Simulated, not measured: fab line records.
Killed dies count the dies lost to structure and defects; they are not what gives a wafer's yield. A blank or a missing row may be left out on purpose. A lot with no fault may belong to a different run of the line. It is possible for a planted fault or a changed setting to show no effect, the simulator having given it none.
Struck lot and sound lot, side by side :: flow nand-harc :: 13 steps out of a route of 1159
Sound: wafers L493.1, L493.3, L493.6. The struck wafers were L507.2, L507.3, L507.6. The cause comes at the end.
Per side, at each step with rows, come the tool, then ch with its chambers, and then its first start. Under that, the readings that differ: sound wafers :: struck wafers :: difference of the means :: sigmas: that difference in standard deviations of wafers without a fault.
alike: readings whose means differ by less than 2 such deviations, and words and numbers that are the same on both sides. not compared: withheld readings, readings that some wafer has no value for, bounds like >300 that may hide the same value, and numbers for which the record gives no deviation and whose values overlap.
A row with sigmas, a row that says differs or no value, or rows on one side alone: a step with any of these is where the two part. Non-overlapping numbers with no deviation appear without sigmas and do not part them. A reading that every wafer of one side lacks parts them only if that side has two wafers or more.

NHARC_A_WL_FILL_ALD_10: deposits SiO2, target thk 50 nm, pulse time 10 s, ald cycles 500.
  sound on ald-hk-02 ch 0,1,2, day 15 04:59; struck on ald-hk-01 ch 0,3, day 18 19:55
  alike: heater-power-w, precursor-pulse-height-rel
NHARC_A_WL_FILL_ETCHBACK_16: etches the open film in C4F8/O2/Ar, target depth 88 nm, time 17.6 s.
  sound: rie-diel-10 ch 0,2; struck: rie-diel-04 ch 2,3
  alike: oes-product-au, rf-fwd-power-W, rf-vpp-V
  not compared: rf-hours-counter-h
then, 1 step without rows for these wafers: NHARC_A_WL_FILL_STRIP_29 (strips in O2, time 20 s).
NHARC_A_WL_FILL_ETCHBACK_17: etches the open film in Cl2/BCl3, target depth 4 nm, time 26.7 s.
  sound on rie-metal-02 ch 0,1, day 15 09:49; struck on rie-metal-03 ch 0,1, day 19 00:44
reading: oes-product-au (a.u.)
sound: 1.011 1.015 1.009
struck: 0.988 0.992 1.000
difference: -0.018
sigmas: -2
  alike: drypump-motor-current-A
  not compared: rf-hours-counter-h
then, 3 steps without rows for these wafers: NHARC_A_WL_FILL_PRECLEAN_18 (cleans in dHF, time 30 s); NHARC_A_WL_FILL_SRD_21; NHARC_A_WL_FILL_CVD_23 (deposits poly-Si, target thk 40 nm, time 800 s).
NHARC_A_WL_FILL_ETCHBACK_26: etches the open film in HBr, target depth 52 nm, time 13.3 s.
  sound on rie-si-02 ch 1,2,3, day 15 14:52; struck on rie-si-01 ch 0,1,3, day 19 05:50
  alike: drypump-motor-current-A, oes-product-au, rf-fwd-power-W, throttle-valve-pct
  not compared: rf-hours-counter-h
then, 2 steps without rows for these wafers: NHARC_A_WL_FILL_PRECLEAN_30 (cleans in dHF, time 10 s); NHARC_A_WL_FILL_SRD_14.
NHARC_A_WL_FILL_ALD_19: deposits TiN, target thk 2 nm, pulse time 3 s, ald cycles 100.
  sound on ald-metal-02 ch 0,1,3, day 15 15:07; struck on ald-metal-02 ch 1,2,3, day 19 06:06
  alike: heater-power-w, precursor-pulse-height-rel
NHARC_A_WL_FILL_CVD_20: deposits W, target thk 75 nm, time 5064 s.
  sound on cvd-w-02 ch 0, day 15 17:19; struck on cvd-w-01 ch 0,1, day 19 07:02
  no value came back on the struck wafers for chamber-pressure-Torr (Torr), heater-power-outer-w (W), heater-power-w (W), throttle-valve-pct (%); on the sound wafers chamber-pressure-Torr (Torr) reads 39.89 39.91 39.91
NHARC_A_WL_FILL_CMP_12: polishes, t overpolish 30 s, target thk 75 nm.
  sound on cmp-04 ch 1,2, day 15 22:17; struck on cmp-02 ch 1,3, day 19 11:25
reading: time-to-endpoint-s (s)
sound: 13.9 15.3 15.6
struck: 0.8 3.1 0.1
difference: -13.6
sigmas: -7
  alike: motor-current-A, overpolish-run-s, slurry-flow-ml-min

WHERE THEY PART
Earliest at NHARC_A_WL_FILL_ETCHBACK_17; latest, in this record, at NHARC_A_WL_FILL_CMP_12.

WHY: what the simulator had put in
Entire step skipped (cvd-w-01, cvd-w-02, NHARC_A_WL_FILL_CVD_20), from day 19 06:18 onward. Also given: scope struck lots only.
